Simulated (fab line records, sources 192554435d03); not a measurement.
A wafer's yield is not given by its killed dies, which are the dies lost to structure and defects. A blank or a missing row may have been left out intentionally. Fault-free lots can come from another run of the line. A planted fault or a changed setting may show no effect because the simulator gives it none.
A struck lot beside a sound one    flow n5-finfet    38 out of 1938 route steps
Sound: wafers L598.2, L598.5, L598.6. Struck: wafers L603.1, L603.3. (L603.6 of the same lot was not struck and is left out.) The cause comes at the end.
At each step with rows: each side's tool, then ch and its chambers, then its first start. Under that, the readings that differ: sound wafers    struck wafers    difference of the means    sigmas: that difference in standard deviations of wafers without a fault.
alike: words and numbers the same on both sides, and readings whose means are apart by under 2 such deviations; not compared: readings that were withheld, readings missing a value for some wafer, numbers with overlapping values and no deviation given by the record, and bounds like >300 which may hide the same value.
The two part at a step that has a row with sigmas, a row that says differs or no value, or rows on one side only. Numbers that don't overlap but have no deviation are shown without sigmas and don't part them. A reading missing from all wafers of one side parts the sides only when that side holds two or more wafers.

first, 8 steps without rows for these wafers: N5_MOL_CONTACT_COAG_PRECLEAN_138 (cleans in alkaline clean, time 60 s); N5_MOL_CONTACT_COAG_SRD_139 (time 30 s); N5_MOL_CONTACT_COAG_PRE_CLEAN_121; N5_MOL_CONTACT_COAG_CVD_140 (deposits W, target thk 66.5 nm, time 215 s); N5_MOL_CONTACT_COAG_PRECLEAN_127 (cleans in DIW, time 57.5 s); N5_MOL_CONTACT_COAG_SRD_128 (dry time 32 s); N5_MOL_CONTACT_COAG_CMP_52 (polishes, stops on SiO2, t overpolish 1.5 s, target thk 66.5 nm); N5_MOL_CONTACT_COAG_ANNEAL_112 (time 1800 s).
N5_BEOL_M0_SAQP_PECVD_00: deposits SiCN from 3MS/NH3, target thk 8 nm, time 14 s.
  sound on pecvd-02 ch 0,1, day 6 23:00; struck on pecvd-02 ch 1,2, day 8 05:22
reading                                          sound      struck   difference  sigmas
model.SiCN_of_BEOL_M0_SAQP_PECVD_00.thk-nm (nm)  8.2 8.2 8  4.2 4.2  -3.9        
  alike: chamber-pressure-Torr, showerhead-plenum-p-Torr, showerhead-vpp-V, throttle-valve-pct
then, 25 steps without rows for these wafers: N5_BEOL_M0_SAQP_ILD_DEP_01 (deposits SiOC from DEMS/O2, target thk 45.419 nm, time 8.7 s); N5_BEOL_M0_SAQP_HM_DEP_02 (deposits TiN, target thk 12 nm); N5_BEOL_M0_SAQP_PECVD_03 (deposits SiCN from 3MS/NH3, target thk 12 nm, time 21.1 s); N5_BEOL_M0_SAQP_PECVD_96 (deposits a-Si from SiH4/He, target thk 45 nm, time 45.2 s); N5_BEOL_M0_SAQP_PECVD_97 (deposits SiNx from SiH4/NH3/N2, target thk 23 nm, time 19.9 s); N5_BEOL_M0_SAQP_PECVD_04 (deposits a-Si from SiH4/He, target thk 60 nm, time 60.2 s); N5_BEOL_M0_SAQP_HM_DEP_111 (deposits SiO2 from SiH4/N2O, target thk 12 nm, time 7.2 s); N5_BEOL_M0_SAQP_COAT_81 (time 60 s, resist thk 100 nm); N5_BEOL_M0_SAQP_COAT_82 (time 60 s, resist thk 30 nm); N5_BEOL_M0_SAQP_COAT_08 (resist thk 90 nm); N5_BEOL_M0_SAQP_EBR_10; N5_BEOL_M0_SAQP_SOFTBAKE_09 (time 60 s); N5_BEOL_M0_SAQP_EXPOSE_11 (exposes mask M0 CORE, target cd 42 nm); N5_BEOL_M0_SAQP_PEB_12 (peb time 60 s); N5_BEOL_M0_SAQP_DEVELOP_13 (develop time 30 s); N5_BEOL_M0_SAQP_DESCUM_19 (chemistry O2, time 7.9 s); N5_BEOL_M0_SAQP_ETCH_83 (etches SiARC in CF4, target depth 39 nm, time 65 s); N5_BEOL_M0_SAQP_ETCH_84 (etches SOC in N2/H2, target depth 100 nm, overetch 20 nm, time 150 s); N5_BEOL_M0_SAQP_STRIP_80 (strips in N2/H2); N5_BEOL_M0_SAQP_HM_OPEN_112 (chemistry CHF3/O2, target SiO2, stops on a-Si, target depth 12 nm, time 13.5 s); N5_BEOL_M0_SAQP_STRIP_113 (strips in CHF3/O2); N5_BEOL_M0_SAQP_MANDREL_ETCH_20 (etches a-Si in HBr/Cl2, stops on SiNx, target depth 60 nm, bt time 10 s, time 30 s); N5_BEOL_M0_SAQP_STRIP_86 (strips in N2/H2); N5_BEOL_M0_SAQP_STRIP_115 (strips in post etch residue remover, time 60 s); N5_BEOL_M0_SAQP_SRD_93 (time 30 s).
N5_BEOL_M0_ETCH_109: etches SiCN in CH3F/O2, target depth 8 nm, overetch 2.4 nm, time 27.4 s.
  sound on rie-diel-06 ch 0,1,3, day 7 06:34; struck on rie-diel-03 ch 0,3, day 8 18:44
reading                   sound              struck       difference  sigmas
model.etch.depth-nm (nm)  8.147 8.248 8.016  4.226 4.222  -3.913      
  alike: drypump-motor-current-A, mfc-ar-sccm, oes-product-au, rf-vpp-V, showerhead-plenum-p-Torr, throttle-valve-pct
  not compared: rf-hours-counter-h
N5_BEOL_M0_RS_MEAS_126: measures by four-point-probe.
  sound on film-metro-02 at day 7 09:11; struck on film-metro-02 at day 8 21:56
reading         sound              struck       difference  sigmas
M0_RS (ohm/sq)  0.512 0.520 0.520  0.597 0.567  +0.065      +4
N5_BEOL_M4_RC_MEAS_101:
  sound on prober-01 ch 0, day 9 07:14; struck on prober-01 ch 0, day 10 12:46
  alike: DIBL_N, DIBL_P, IOFF_N, IOFF_P, ION_N, ION_P, SS_N, SS_P, VT_N, VT_P
-- a jump in the record: the struck wafers' starts before and after are 5 days apart (it breaks off in module BEOL_M4 and resumes in module PASSIVATION, where the first step shown is number 1936 of the route) --
N5_PASSIVATION_PROBE_49:
  the record has rows for the struck wafers here (prober-02, day 15 05:36) and none for the sound ones

WHERE THEY PART
At N5_BEOL_M0_RS_MEAS_126 first; at N5_PASSIVATION_PROBE_49 last (within this record only).

WHY: whatever the simulator had introduced
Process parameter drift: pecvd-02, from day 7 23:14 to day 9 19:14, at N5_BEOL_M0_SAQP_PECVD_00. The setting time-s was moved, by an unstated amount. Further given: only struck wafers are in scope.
